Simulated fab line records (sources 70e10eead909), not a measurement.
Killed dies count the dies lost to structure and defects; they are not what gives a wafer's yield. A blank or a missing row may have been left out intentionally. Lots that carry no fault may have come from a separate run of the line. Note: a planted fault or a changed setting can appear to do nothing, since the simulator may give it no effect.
fab line records	flow nand_harc
record: lots: 24	wafers: 72	last_day: 33
route steps=1302 shown P_M0@270 P_M1@298 P_M2@335 P_BONDPAD@351
lots untouched by any fault: they come from a run of this same line in which no faults occurred
start_h: start of the lot's first displayed wafer, in hours after the record's first day	wait_h: hours from the lot's prior step to this one	" as in the row above	L1.1+2: one row covering several wafers at once	- either no value or no given start	* or withheld: withheld	< > ~ a bound
route shown NAME@n: NAME is a module with steps in the file, n the number in the route of the first one	usual: mean/standard deviation of fault-free wafers	same: alike in all rows	chamber/n: place in a boat	sites: each site's reading	_std_site: their standard deviation	_edge_site: the outer-site mean with the inner-site mean subtracted	radius_mm: how far each site lies from the wafer's centre	mask NAME#n: copy n	behind: tool/chamber where the wafer was last shaped	hold: reason for holding the lot/hours on hold/outcome of the hold	device: whichever transistor did not switch (one of n, p or np)	end of line: at the end of the route, the tests of the same wafers	a step with no rows: only its recipe	killed: count of dies lost to structure and defects at first sort (not the wafer's yield)	map: a wafer's dies, x killed, . not, _ none there
set.NAME: the run value of the setting; set.NAME@STEP: its run value at that earlier step	model.NAME: the simulator's own value behind a step, which no gauge read
one table for each step of the route and one row for each wafer, over a sample of lots
services: from which hour (start_h, from the record's first day; less than 0 if before it) a tool's chamber was out of use, for how many hours, and why
== steps ==
step: NHARC_P_M0_STRIP_18
recipe: power_w: 1000	n2_flow_sccm: 150	h2_flow_sccm: 150	ar_flow_sccm: 0	bias_w: 0	chemistry: N2/H2
usual: drypump_motor_current_A: 5.6/0.4	oes_product_au: 1.002/0.0088	rf_vpp_V: 90.8/0.98	showerhead_plenum_p_Torr: 2.05/0.11	throttle_valve_pct: 14.171/0.009
lot.wafer	tool	chamber	start_h	wait_h	drypump_motor_current_A	oes_product_au	rf_hours_counter_h	rf_vpp_V	showerhead_plenum_p_Torr	throttle_valve_pct
L074.2	rie_diel-05	3	123.02	0.1	5.2	1.008	18	90.5	1.90	14.166
L074.6	"	1	"	"	5.8	1.021	-	92.1	2.21	14.177
L074.5	"	2	"	"	5.9	0.997	-	90.9	2.12	14.159
L075.1	rie_diel-11	2	132.83	0.1	5.8	1.005	8	91.7	1.94	14.180
L075.4	"	3	"	"	5.1	1.007	9	92.0	2.15	14.183
L075.5	"	1	"	"	6.1	1.012	-	90.2	1.92	14.173
L076.1	rie_diel-11	0	146.85	0.1	5.4	1.009	9	90.8	2.19	14.160
L076.3	"	2	"	"	5.8	1.005	9	90.5	1.94	14.166
L076.5	"	3	"	"	5.1	1.007	-	91.1	2.15	14.179
L077.3	rie_diel-11	1	149.75	0.1	6.1	0.995	9	89.6	1.92	14.173
L077.1	"	2	"	"	5.8	0.996	10	90.0	1.94	14.178
L077.6	"	3	"	"	5.1	1.001	-	91.2	2.15	14.179
L078.4	rie_diel-01	1	157.27	0.1	5.3	0.989	40	90.7	2.03	14.160
L078.6	"	3	"	"	5.8	1.010	-	89.6	2.09	14.199
L078.5	"	0	"	"	5.9	1.003	-	90.5	1.95	14.168
L079.1	rie_diel-01	0	174.17	0.1	6.0	1.003	43	90.0	1.95	14.172
L079.3	"	1	"	"	5.2	0.985	44	90.0	2.02	14.166
L079.5	"	0	"	"	5.9	1.006	-	90.6	1.95	14.170
L080.4	rie_diel-11	3	175.38	0.1	5.1	1.007	14	92.4	2.15	14.160
L080.3	"	0	"	"	5.4	1.010	14	92.3	2.19	14.163
L080.5	"	2	"	"	5.8	0.993	-	89.9	1.94	14.180
L081.2	rie_diel-01	2	189.64	0.1	6.4	0.997	53	91.9	1.95	14.172
L081.3	"	3	"	"	5.8	1.003	51	90.4	2.08	14.178
L081.5	"	3	"	"	5.8	1.007	-	91.0	2.08	14.176
L082.2	rie_diel-11	1	203.00	0.1	6.1	1.007	15	88.6	1.92	14.163
L082.5	"	3	"	"	5.0	1.008	-	90.7	2.15	14.158
L082.6	"	0	"	"	5.4	1.003	-	90.0	2.18	14.166
L083.2	rie_diel-05	3	208.69	0.1	5.2	1.013	48	90.4	1.89	14.166
L083.3	"	2	"	"	5.9	1.006	48	91.4	2.11	14.167
L083.5	"	3	"	"	5.2	1.017	-	88.6	1.89	14.182
L084.4	rie_diel-11	2	229.63	0.1	5.8	0.996	23	91.7	1.94	14.175
L084.6	"	0	"	"	5.4	0.996	-	91.5	2.18	14.171
L084.5	"	1	"	"	6.0	1.009	-	89.1	1.91	14.174
L085.3	rie_diel-11	3	235.40	0.1	5.0	0.997	23	91.6	2.15	14.154
L085.2	"	0	"	"	5.4	0.997	27	91.0	2.18	14.156
L085.5	"	3	"	"	5.1	0.992	-	91.3	2.15	14.160
L086.2	rie_diel-11	1	244.82	0.1	6.1	1.001	28	90.9	1.91	14.177
L086.1	"	3	"	"	5.1	0.991	25	91.7	2.15	14.162
L086.6	"	0	"	"	5.4	1.003	-	91.9	2.18	14.172
L087.1	rie_diel-11	1	252.83	0.1	6.1	0.997	29	90.3	1.91	14.164
L087.2	"	3	"	"	5.1	0.997	26	91.2	2.14	14.157
L087.3	"	0	"	"	5.4	0.997	30	92.0	2.18	14.172
L088.1	rie_diel-11	2	273.76	0.1	5.8	0.996	0	89.7	1.94	14.168
L088.3	"	3	"	"	5.1	0.996	0	92.2	2.14	14.168
L088.2	"	1	"	"	6.0	1.008	0	90.0	1.91	14.170
L089.2	rie_diel-11	2	275.26	0.1	5.8	0.998	0	89.4	1.93	14.159
L089.4	"	3	"	"	5.1	1.002	0	91.7	2.14	14.170
L089.5	"	0	"	"	5.4	1.004	-	90.6	2.18	14.173
L090.1	rie_diel-11	0	286.82	0.1	5.4	1.011	3	91.7	2.18	14.151
L090.6	"	1	"	"	6.1	1.009	-	89.9	1.91	14.174
L090.5	"	2	"	"	5.9	1.001	-	90.5	1.93	14.163
L091.3	rie_diel-05	2	288.84	0.1	5.9	0.997	19	90.0	2.10	14.169
L091.1	"	3	"	"	5.2	1.005	18	92.7	2.21	14.171
L091.5	"	1	"	"	5.8	1.001	-	91.1	2.19	14.173
L092.2	rie_diel-01	3	303.11	0.1	5.8	0.992	34	91.1	2.07	14.180
L092.1	"	1	"	"	5.2	0.973	29	89.7	2.01	14.164
L092.5	"	2	"	"	6.4	0.976	-	91.5	1.93	14.188
L093.3	rie_diel-05	3	311.57	0.1	5.2	0.990	25	92.1	2.21	14.175
L093.4	"	0	"	"	5.0	0.996	27	91.0	2.08	14.162
L093.1	"	2	"	"	5.9	1.009	27	90.1	2.09	14.187
L094.4	rie_diel-05	1	325.85	0.1	5.8	0.999	34	90.4	2.19	14.162
L094.2	"	2	"	"	5.9	1.000	32	91.0	2.09	14.169
L094.6	"	1	"	"	5.8	0.990	-	90.5	2.19	14.176
L095.3	rie_diel-05	0	326.56	0.1	5.0	0.992	31	91.6	2.08	14.162
L095.4	"	2	"	"	5.9	0.992	32	91.7	2.09	14.183
L095.5	"	1	"	"	5.8	0.998	-	92.7	2.19	14.169
L096.4	rie_diel-11	1	337.60	0.1	6.0	1.017	11	89.5	1.91	14.187
L096.1	"	3	"	"	5.1	1.007	12	90.9	2.14	14.166
L096.5	"	1	"	"	6.1	1.011	-	90.5	1.91	14.190
L097.2	rie_diel-11	2	349.31	0.1	5.8	1.000	15	90.3	1.93	14.173
L097.3	"	3	"	"	5.1	1.002	15	90.1	2.14	14.170
L097.1	"	0	"	"	5.4	1.027	13	92.2	2.18	14.158
step: NHARC_P_M0_ANNEAL_30
recipe: temp_c: 225	time_s: 90
usual: wafer_temp_C_max: 225.81/0.25
lot.wafer	tool	chamber	start_h	wait_h	wafer_temp_C_max
L074.2	rtp_anneal-01	0	124.30	0.3	226.12
L074.5	"	0	"	"	225.44
L074.6	"	0	"	"	225.96
L075.1	rtp_anneal-01	0	134.09	0.3	225.11
L075.4	"	0	"	"	225.32
L075.5	"	0	"	"	225.42
L076.1	rtp_anneal-02	0	148.15	-	225.71
L076.3	"	0	"	"	225.79
L076.5	"	0	"	"	225.66
L077.1	rtp_anneal-01	0	151.03	0.3	225.51
L077.3	"	0	"	"	225.60
L077.6	"	0	"	"	225.63
L078.4	rtp_anneal-01	0	158.66	0.4	225.47
L078.5	"	0	"	"	225.96
L078.6	"	0	"	"	225.74
L079.1	rtp_anneal-02	0	175.45	0.3	226.03
L079.3	"	0	"	"	225.69
L079.5	"	0	"	"	226.04
L080.3	rtp_anneal-02	0	176.72	0.3	225.81
L080.4	"	0	"	"	226.09
L080.5	"	0	"	"	225.83
L081.2	rtp_anneal-02	0	190.97	0.4	226.21
L081.3	"	0	"	"	226.17
L081.5	"	0	"	"	226.15
L082.2	rtp_anneal-02	0	204.27	-	226.17
L082.5	"	0	"	"	226.02
L082.6	"	0	"	"	225.69
L083.2	rtp_anneal-02	0	210.03	0.4	226.12
L083.3	"	0	"	"	226.06
L083.5	"	0	"	"	225.98
L084.4	rtp_anneal-01	0	231.03	-	225.81
L084.5	"	0	"	"	225.77
L084.6	"	0	"	"	225.80
L085.2	rtp_anneal-02	0	236.73	-	226.00
L085.3	"	0	"	"	225.58
L085.5	"	0	"	"	225.61
L086.1	rtp_anneal-01	0	246.09	0.3	225.97
L086.2	"	0	"	"	225.54
L086.6	"	0	"	"	225.22
L087.1	rtp_anneal-02	0	254.11	0.3	225.84
L087.2	"	0	"	"	226.05
L087.3	"	0	"	"	226.16
L088.1	rtp_anneal-01	0	275.03	-	226.00
L088.2	"	0	"	"	226.17
L088.3	"	0	"	"	225.61
L089.2	rtp_anneal-02	0	276.54	-	225.87
L089.4	"	0	"	"	225.63
L089.5	"	0	"	"	225.66
L090.1	rtp_anneal-01	0	288.02	0.3	225.35
L090.5	"	0	"	"	225.61
L090.6	"	0	"	"	225.28
L091.1	rtp_anneal-01	0	290.13	0.3	225.58
L091.3	"	0	"	"	226.18
L091.5	"	0	"	"	225.66
L092.1	rtp_anneal-01	0	304.36	-	225.79
L092.2	"	0	"	"	225.66
L092.5	"	0	"	"	226.04
L093.1	rtp_anneal-02	0	312.85	-	225.82
L093.3	"	0	"	"	226.02
L093.4	"	0	"	"	225.79
L094.2	rtp_anneal-02	0	327.22	0.4	225.93
L094.4	"	0	"	"	225.79
L094.6	"	0	"	"	226.02
L095.3	rtp_anneal-01	0	327.93	-	225.68
L095.4	"	0	"	"	225.82
L095.5	"	0	"	"	225.68
L096.1	rtp_anneal-01	0	338.92	0.3	225.74
L096.4	"	0	"	"	226.21
L096.5	"	0	"	"	225.60
L097.1	rtp_anneal-02	0	350.56	-	225.93
L097.2	"	0	"	"	225.83
L097.3	"	0	"	"	225.77
step: NHARC_P_M1_DESCUM_14
recipe: time_s: 3	o2_flow_sccm: 200	ar_flow_sccm: 0	bias_power_w: 0	chemistry: O2
usual: drypump_motor_current_A: 6.1/0.31	oes_product_au: 0.997/0.009	rf_vpp_V: 57.6/0.85	showerhead_plenum_p_Torr: 1.88/0.056	throttle_valve_pct: 11.310/0.0084
same: bias_power_w: 0
lot.wafer	tool	chamber	start_h	wait_h	drypump_motor_current_A	oes_product_au	rf_hours_counter_h	rf_vpp_V	showerhead_plenum_p_Torr	throttle_valve_pct
L074.2	rie_diel-07	2	126.61	0.1	6.0	0.990	0	58.1	1.93	11.320
L074.6	"	2	"	"	6.0	0.988	-	57.6	1.93	11.309
L074.5	"	3	"	"	6.6	0.997	-	58.1	1.92	11.318
L075.1	rie_diel-07	1	136.48	0.1	6.2	0.995	1	57.2	1.79	11.296
L075.4	"	2	"	"	6.0	0.982	1	58.5	1.93	11.314
L075.5	"	1	"	"	6.2	0.997	-	57.4	1.79	11.308
L076.3	rie_diel-02	3	150.47	0.1	6.1	1.004	6	59.1	1.83	11.296
L076.1	"	0	"	"	6.6	1.022	6	58.2	1.90	11.309
L076.5	"	2	"	"	6.3	1.006	-	58.1	1.95	11.314
L077.1	rie_diel-07	2	153.59	0.1	6.0	0.994	2	57.2	1.93	11.321
L077.3	"	3	"	"	6.6	0.998	3	57.5	1.92	11.319
L077.6	"	2	"	"	6.0	1.001	-	57.1	1.93	11.315
L078.4	rie_diel-07	2	161.05	0.1	6.0	0.993	3	59.8	1.93	11.301
L078.6	"	0	"	"	5.7	0.997	-	56.3	1.88	11.309
L078.5	"	1	"	"	6.2	0.992	-	56.4	1.78	11.309
L079.1	rie_diel-07	0	177.73	0.1	5.7	0.983	4	56.4	1.88	11.307
L079.3	"	1	"	"	6.2	0.992	6	55.2	1.78	11.325
L079.5	"	0	"	"	5.7	0.984	-	58.4	1.88	11.304
L080.4	rie_diel-07	1	178.88	0.1	6.1	1.002	6	55.6	1.78	11.303
L080.3	"	3	"	"	6.6	1.021	6	58.9	1.92	11.312
L080.5	"	1	"	"	6.2	0.994	-	58.1	1.78	11.315
L081.3	rie_diel-07	1	193.39	0.1	6.1	0.994	8	57.4	1.78	11.305
L081.2	"	3	"	"	6.6	1.008	8	58.6	1.92	11.291
L081.5	"	2	"	"	6.0	0.999	-	57.4	1.93	11.301
L082.2	rie_diel-07	3	206.49	0.1	6.6	1.010	8	57.6	1.92	11.312
L082.6	"	3	"	"	6.6	1.005	-	57.7	1.92	11.303
L082.5	"	0	"	"	5.7	1.006	-	58.8	1.88	11.339
L083.3	rie_diel-02	1	212.25	0.1	5.8	0.989	10	57.8	1.89	11.320
L083.2	"	3	"	"	6.1	1.003	9	56.8	1.83	11.310
L083.5	"	1	"	"	5.7	0.991	-	58.7	1.89	11.318
L084.4	rie_diel-02	1	233.15	0.1	5.7	0.994	1	57.0	1.88	11.298
L084.6	"	2	"	"	6.3	0.996	-	57.7	1.95	11.310
L084.5	"	3	"	"	6.1	1.001	-	57.4	1.83	11.297
L085.2	rie_diel-07	0	238.98	0.1	5.7	1.004	8	57.5	1.87	11.315
L085.3	"	2	"	"	6.0	1.007	10	56.8	1.92	11.298
L085.5	"	0	"	"	5.7	1.002	-	58.5	1.87	11.312
L086.1	rie_diel-02	0	248.35	0.1	6.6	0.988	2	57.0	1.90	11.313
L086.2	"	1	"	"	5.8	0.981	2	58.4	1.88	11.305
L086.6	"	0	"	"	6.6	0.994	-	57.7	1.90	11.293
L087.1	rie_diel-02	3	256.49	0.1	6.1	0.998	2	57.2	1.83	11.300
L087.3	"	1	"	"	5.7	0.978	2	57.7	1.88	11.316
L087.2	"	2	"	"	6.3	0.999	2	57.7	1.95	11.303
L088.3	rie_diel-07	1	277.40	0.1	6.1	1.004	14	56.6	1.78	11.321
L088.2	"	3	"	"	6.6	1.017	12	56.8	1.91	11.311
L088.1	"	0	"	"	5.7	1.003	11	56.9	1.87	11.307
L089.4	rie_diel-09	2	278.87	0.1	6.2	0.994	32	59.0	1.96	11.315
L089.2	"	3	"	"	6.4	0.989	33	59.0	2.07	11.298
L089.5	"	1	"	"	5.9	0.991	-	57.9	1.99	11.316
L090.1	rie_diel-07	0	290.42	0.1	5.7	1.004	12	58.4	1.87	11.318
L090.6	"	0	"	"	5.7	0.988	-	56.5	1.87	11.312
L090.5	"	1	"	"	6.2	1.001	-	56.6	1.78	11.316
L091.1	rie_diel-02	3	292.41	0.1	6.1	1.011	5	58.2	1.83	11.314
L091.3	"	0	"	"	6.6	0.993	5	57.5	1.90	11.318
L091.5	"	3	"	"	6.1	1.003	-	58.4	1.83	11.302
L092.2	rie_diel-02	1	306.93	0.1	5.8	0.996	6	57.1	1.88	11.319
L092.1	"	3	"	"	6.1	0.995	6	56.6	1.83	11.309
L092.5	"	3	"	"	6.0	0.997	-	58.0	1.83	11.323
L093.4	rie_diel-02	1	315.53	0.1	5.8	0.985	7	58.1	1.88	11.326
L093.1	"	2	"	"	6.3	1.005	6	56.7	1.95	11.310
L093.3	"	3	"	"	6.1	1.006	7	56.6	1.83	11.320
L094.4	rie_diel-07	3	329.45	0.1	6.6	1.017	1	57.2	1.91	11.298
L094.2	"	1	"	"	6.2	1.002	2	55.8	1.78	11.320
L094.6	"	3	"	"	6.6	1.015	-	56.6	1.91	11.325
L095.3	rie_diel-02	0	330.24	0.1	6.6	0.992	8	57.0	1.90	11.307
L095.4	"	1	"	"	5.7	0.987	8	57.2	1.88	11.313
L095.5	"	0	"	"	6.6	0.999	-	57.3	1.90	11.306
L096.1	rie_diel-02	1	341.37	0.1	5.8	0.987	9	58.9	1.88	11.311
L096.4	"	2	"	"	6.3	0.985	7	58.7	1.95	11.315
L096.5	"	1	"	"	5.7	0.980	-	56.5	1.88	11.308
L097.1	rie_diel-07	0	352.98	0.1	5.7	0.995	3	56.5	1.87	11.293
L097.2	"	1	"	"	6.2	1.006	3	57.3	1.78	11.308
L097.3	"	2	"	"	6.0	0.993	3	58.4	1.92	11.304
step: NHARC_P_M1_DEP_33
recipe: target_thk_a: 300	temp_c: 370	target_thk_nm: 30	pressure_torr: 3	flow_sccm: 200	rf_w: 450	material: SiCN
usual: heater_power_w: 554/46
lot.wafer	tool	chamber	start_h	wait_h	heater_power_w
L074.2	pecvd-01	1	129.40	0.1	520
L074.6	"	2	"	"	585
L074.5	"	0	"	"	595
L075.1	pecvd-02	2	139.30	0.1	599
L075.5	"	1	"	"	495
L075.4	"	2	"	"	589
L076.1	pecvd-02	1	153.26	0.1	561
L076.3	"	0	"	"	485
L076.5	"	0	"	"	486
L077.1	pecvd-04	2	156.48	0.1	614
L077.3	"	1	"	"	519
L077.6	"	2	"	"	601
L078.5	pecvd-02	1	163.88	0.2	559
L078.4	"	2	"	"	608
L078.6	"	0	"	"	543
L079.3	pecvd-01	0	180.49	0.1	593
L079.1	"	1	"	"	588
L079.5	"	1	"	"	618
L080.3	pecvd-04	2	181.60	0.1	531
L080.4	"	0	"	"	561
L080.5	"	1	"	"	568
L081.2	pecvd-01	2	196.19	0.1	530
L081.3	"	0	"	"	575
L081.5	"	0	"	"	578
L082.2	pecvd-04	2	209.25	0.1	620
L082.6	"	1	"	"	538
L082.5	"	2	"	"	603
L083.3	pecvd-01	0	214.97	0.1	534
L083.2	"	1	"	"	571
L083.5	"	2	"	"	543
L084.4	pecvd-04	0	236.10	0.2	600
L084.5	"	1	"	"	561
L084.6	"	2	"	"	559
L085.2	pecvd-02	0	241.72	0.1	497
L085.3	"	1	"	"	450
L085.5	"	0	"	"	491
L086.2	pecvd-04	2	251.10	0.1	622
L086.1	"	0	"	"	557
L086.6	"	1	"	"	535
L087.3	pecvd-04	1	259.28	0.1	551
L087.2	"	2	"	"	602
L087.1	"	0	"	"	646
L088.1	pecvd-01	2	280.25	0.1	570
L088.3	"	0	"	"	564
L088.2	"	1	"	"	613
L089.2	pecvd-02	2	281.58	0.1	640
L089.5	"	0	"	"	555
L089.4	"	1	"	"	531
L090.1	pecvd-04	0	293.15	0.1	523
L090.5	"	1	"	"	462
L090.6	"	1	"	"	489
L091.1	pecvd-01	2	295.12	0.1	563
L091.3	"	0	"	"	583
L091.5	"	0	"	"	586
L092.2	pecvd-01	1	309.83	0.1	618
L092.1	"	0	"	"	537
L092.5	"	2	"	"	525
L093.1	pecvd-04	1	319.14	0.1	494
L093.4	"	1	"	"	489
L093.3	"	0	"	"	498
L094.2	pecvd-01	2	332.22	0.1	517
L094.6	"	2	"	"	511
L094.4	"	0	"	"	479
L095.3	pecvd-01	1	333.04	0.1	553
L095.5	"	2	"	"	489
L095.4	"	0	"	"	548
L096.1	pecvd-04	1	344.20	0.1	482
L096.4	"	0	"	"	607
L096.5	"	0	"	"	621
L097.2	pecvd-02	0	355.76	0.1	457
L097.1	"	1	"	"	558
L097.3	"	2	"	"	574
step: NHARC_P_M2_STRIP_18
recipe: power_w: 1000	n2_flow_sccm: 150	h2_flow_sccm: 150	ar_flow_sccm: 0	bias_w: 0	chemistry: N2/H2
usual: drypump_motor_current_A: 6.0/0.42	oes_product_au: 1.000/0.0088	rf_vpp_V: 90.8/1.1	showerhead_plenum_p_Torr: 2.06/0.1	throttle_valve_pct: 14.172/0.0089
lot.wafer	tool	chamber	start_h	wait_h	drypump_motor_current_A	oes_product_au	rf_hours_counter_h	rf_vpp_V	showerhead_plenum_p_Torr	throttle_valve_pct
L074.2	rie_diel-12	2	131.23	0.1	5.2	0.995	1.2	90.6	2.19	14.163
L074.6	"	1	"	"	6.6	0.987	-	90.9	2.14	14.163
L074.5	"	2	"	"	5.2	0.997	-	91.1	2.19	14.178
L075.4	rie_diel-06	2	140.92	0.1	6.1	1.003	0.0	89.6	1.92	14.183
L075.1	"	3	"	"	5.9	1.004	0.0	91.7	1.97	14.173
L075.5	"	3	"	"	5.9	0.988	-	89.9	1.97	14.173
L076.1	rie_diel-10	2	155.21	0.1	5.8	1.017	2.4	90.8	2.09	14.178
L076.3	"	3	"	"	5.5	1.010	2.9	90.8	2.17	14.167
L076.5	"	3	"	"	5.5	1.002	-	91.4	2.17	14.174
L077.1	rie_diel-12	0	158.37	0.1	6.5	0.999	3.7	88.3	1.90	14.170
L077.3	"	1	"	"	6.6	0.982	3.9	92.1	2.14	14.182
L077.6	"	1	"	"	6.6	1.000	-	92.6	2.14	14.178
L078.5	rie_diel-10	0	165.61	0.2	6.3	0.988	-	91.4	2.13	14.174
L078.4	"	1	"	"	5.8	1.004	-	89.8	1.94	14.174
L078.6	"	2	"	"	5.8	1.025	-	89.8	2.09	14.166
L079.1	rie_diel-12	3	182.26	0.1	6.4	1.001	4.2	89.7	2.21	14.167
L079.3	"	2	"	"	5.2	1.002	3.6	90.9	2.18	14.182
L079.5	"	0	"	"	6.5	1.005	-	90.6	1.90	14.167
L080.4	rie_diel-06	1	183.47	0.1	6.3	0.999	2.0	93.0	2.11	14.172
L080.3	"	2	"	"	6.1	1.007	2.4	90.9	1.92	14.157
L080.5	"	0	"	"	5.3	1.003	-	89.6	2.00	14.173
L081.3	rie_diel-10	0	198.00	0.1	6.4	0.994	5.0	92.4	2.13	14.178
L081.2	"	3	"	"	5.5	0.995	4.6	90.6	2.17	14.157
L081.5	"	1	"	"	5.9	0.994	-	89.6	1.94	14.166
L082.2	rie_diel-10	1	211.01	0.1	5.8	0.997	5.6	90.9	1.94	14.176
L082.6	"	1	"	"	5.8	1.010	-	91.1	1.94	14.165
L082.5	"	2	"	"	5.7	1.024	-	90.7	2.09	14.156
L083.2	rie_diel-12	0	216.71	0.1	6.4	0.993	5.5	90.3	1.90	14.169
L083.3	"	2	"	"	5.2	0.985	5.0	92.1	2.18	14.162
L083.5	"	0	"	"	6.4	0.992	-	89.6	1.90	14.172
L084.4	rie_diel-06	3	237.68	0.1	5.9	0.990	5.3	89.7	1.97	14.179
L084.5	"	1	"	"	6.2	1.004	-	90.8	2.11	14.177
L084.6	"	2	"	"	6.1	1.005	-	90.3	1.92	14.168
L085.3	rie_diel-12	2	243.43	0.1	5.2	0.996	6.2	91.2	2.18	14.155
L085.2	"	0	"	"	6.5	0.992	6.9	91.3	1.90	14.184
L085.5	"	2	"	"	5.2	0.995	-	92.3	2.18	14.174
L086.2	rie_diel-06	2	252.92	0.1	6.1	1.006	8.0	89.4	1.92	14.176
L086.1	"	3	"	"	5.9	1.000	8.2	90.5	1.97	14.183
L086.6	"	3	"	"	5.9	1.002	-	89.8	1.97	14.171
L087.1	rie_diel-06	3	262.24	0.1	5.9	0.995	8.5	90.5	1.97	14.175
L087.3	"	1	"	"	6.3	0.988	8.4	91.3	2.10	14.185
L087.2	"	2	"	"	6.1	1.009	8.3	89.1	1.92	14.151
L088.2	rie_diel-10	1	282.08	0.1	5.8	0.989	2.0	90.8	1.94	14.163
L088.1	"	2	"	"	5.7	1.000	1.9	92.9	2.09	14.166
L088.3	"	3	"	"	5.5	0.986	2.3	91.6	2.17	14.188
L089.4	rie_diel-12	2	283.42	0.1	5.2	0.997	0.3	91.9	2.18	14.162
L089.2	"	0	"	"	6.5	1.003	0.5	90.1	1.90	14.172
L089.5	"	1	"	"	6.6	1.001	-	88.8	2.14	14.182
L090.1	rie_diel-10	2	295.13	0.1	5.7	1.002	2.3	89.8	2.09	14.175
L090.6	"	1	"	"	5.9	0.991	-	89.7	1.94	14.161
L090.5	"	2	"	"	5.7	1.001	-	91.0	2.08	14.168
L091.1	rie_diel-10	1	296.94	0.1	5.8	1.008	2.5	89.6	1.94	14.158
L091.3	"	3	"	"	5.5	0.994	2.9	91.0	2.17	14.178
L091.5	"	1	"	"	5.8	1.000	-	90.2	1.94	14.177
L092.1	rie_diel-12	2	311.80	0.1	5.2	0.999	1.4	93.1	2.18	14.165
L092.2	"	0	"	"	6.5	1.011	1.7	90.1	1.90	14.186
L092.5	"	2	"	"	5.2	1.003	-	91.7	2.18	14.166
L093.3	rie_diel-10	3	321.38	0.1	5.5	0.981	3.8	90.8	2.17	14.165
L093.1	"	0	"	"	6.4	0.984	4.1	91.5	2.13	14.172
L093.4	"	1	"	"	5.8	0.998	3.8	90.5	1.94	14.164
L094.2	rie_diel-10	2	334.15	0.1	5.7	1.003	4.3	90.5	2.08	14.173
L094.4	"	3	"	"	5.5	1.002	4.7	91.0	2.17	14.166
L094.6	"	1	"	"	5.9	1.005	-	90.3	1.94	14.187
L095.3	rie_diel-10	1	334.96	0.1	5.8	1.001	5.2	90.0	1.94	14.175
L095.4	"	2	"	"	5.8	0.992	4.4	91.0	2.08	14.178
L095.5	"	0	"	"	6.4	0.994	-	91.9	2.12	14.177
L096.4	rie_diel-10	2	346.07	0.1	5.7	1.007	4.6	92.3	2.08	14.179
L096.1	"	3	"	"	5.5	0.995	4.9	91.1	2.17	14.173
L096.5	"	2	"	"	5.7	1.002	-	90.5	2.08	14.167
L097.1	rie_diel-06	2	357.58	0.1	6.1	0.992	3.7	89.8	1.92	14.174
L097.2	"	3	"	"	5.9	1.014	3.5	91.9	1.96	14.157
L097.3	"	1	"	"	6.3	1.005	3.5	91.5	2.10	14.162
step: NHARC_P_BONDPAD_DEP_00
recipe: target_thk_a: 2500	temp_c: 370	target_thk_nm: 250	pressure_torr: 3	flow_sccm: 200	rf_w: 450	material: SiCN
usual: heater_power_w: 557/40
lot.wafer	tool	chamber	start_h	wait_h	heater_power_w
L074.2	pecvd-02	0	134.14	-	517
L074.5	"	2	"	"	599
L074.6	"	0	"	"	526
L075.1	pecvd-02	2	143.67	-	543
L075.4	"	0	"	"	545
L075.5	"	1	"	"	538
L076.1	pecvd-04	1	158.03	-	562
L076.3	"	2	"	"	565
L076.5	"	2	"	"	591
L077.3	pecvd-01	1	161.37	0.3	602
L077.1	"	2	"	"	563
L077.6	"	0	"	"	566
L078.5	pecvd-02	0	168.50	-	532
L078.6	"	1	"	"	543
L078.4	"	2	"	"	593
L079.3	pecvd-02	2	185.03	-	564
L079.1	"	1	"	"	586
L079.5	"	2	"	"	563
L080.3	pecvd-04	0	-	-	563
L080.4	"	1	"	"	544
L080.5	"	0	"	"	590
L081.3	pecvd-02	2	200.82	-	520
L081.2	"	0	"	"	499
L081.5	"	1	"	"	530
L082.2	pecvd-04	0	213.79	-	526
L082.6	"	0	"	"	540
L082.5	"	1	"	"	564
L083.3	pecvd-04	2	-	-	601
L083.2	"	0	"	"	643
L083.5	"	2	"	"	598
L084.5	pecvd-01	1	240.52	-	511
L084.6	"	2	"	"	596
L084.4	"	0	"	"	617
L085.3	pecvd-04	2	246.20	-	568
L085.2	"	1	"	"	522
L085.5	"	0	"	"	554
L086.2	pecvd-04	1	-	-	607
L086.1	"	2	"	"	663
L086.6	"	1	"	"	583
L087.1	pecvd-01	2	-	-	603
L087.3	"	0	"	"	475
L087.2	"	1	"	"	563
L088.2	pecvd-02	0	284.84	-	470
L088.1	"	1	"	"	544
L088.3	"	2	"	"	528
L089.2	pecvd-01	0	286.20	-	500
L089.4	"	2	"	"	521
L089.5	"	1	"	"	555
L090.1	pecvd-01	1	298.13	0.6	558
L090.5	"	2	"	"	610
L090.6	"	1	"	"	564
L091.1	pecvd-02	2	299.81	0.4	636
L091.3	"	0	"	"	475
L091.5	"	2	"	"	539
L092.2	pecvd-04	0	314.77	0.5	604
L092.1	"	1	"	"	513
L092.5	"	1	"	"	519
L093.3	pecvd-01	1	324.22	-	562
L093.1	"	2	"	"	490
L093.4	"	1	"	"	561
L094.2	pecvd-02	2	337.09	0.5	503
L094.4	"	1	"	"	490
L094.6	"	0	"	"	537
L095.3	pecvd-01	0	337.88	0.4	564
L095.5	"	2	"	"	513
L095.4	"	0	"	"	583
L096.1	pecvd-01	1	349.04	0.4	585
L096.5	"	1	"	"	608
L096.4	"	2	"	"	600
L097.1	pecvd-01	1	360.34	-	516
L097.3	"	2	"	"	567
L097.2	"	0	"	"	575
== services ==
tool	chamber	start_h	hours	kind
rie_diel-07	-	117.25	9.0	pm
rie_diel-02	1	123.17	6.3	repair
pecvd-01	-	130.00	13.0	pm
rie_diel-07	2	137.96	6.3	repair
pecvd-04	0	143.10	23.1	repair
rie_diel-07	0	143.14	15.0	repair
rie_diel-10	3	165.15	3.4	repair
rie_diel-10	2	168.18	3.9	repair
rie_diel-11	3	210.87	4.8	repair
rie_diel-02	-	216.70	9.0	pm
pecvd-02	-	227.00	13.0	pm
rie_diel-11	-	234.62	0.3	repair
rie_diel-10	-	242.59	9.0	pm
rie_diel-07	3	242.98	24.6	repair
rie_diel-11	-	255.69	9.0	pm
pecvd-04	-	269.06	13.0	pm
pecvd-02	1	293.06	29.3	repair
rie_diel-07	-	294.25	9.0	pm
rie_diel-02	2	302.64	4.4	repair
pecvd-01	-	311.00	13.0	pm
rie_diel-07	-	339.53	2.2	repair
rie_diel-02	1	347.16	10.0	repair
pecvd-04	-	350.65	0.4	repair
rie_diel-02	0	350.92	1.4	repair
== key ==
fault none
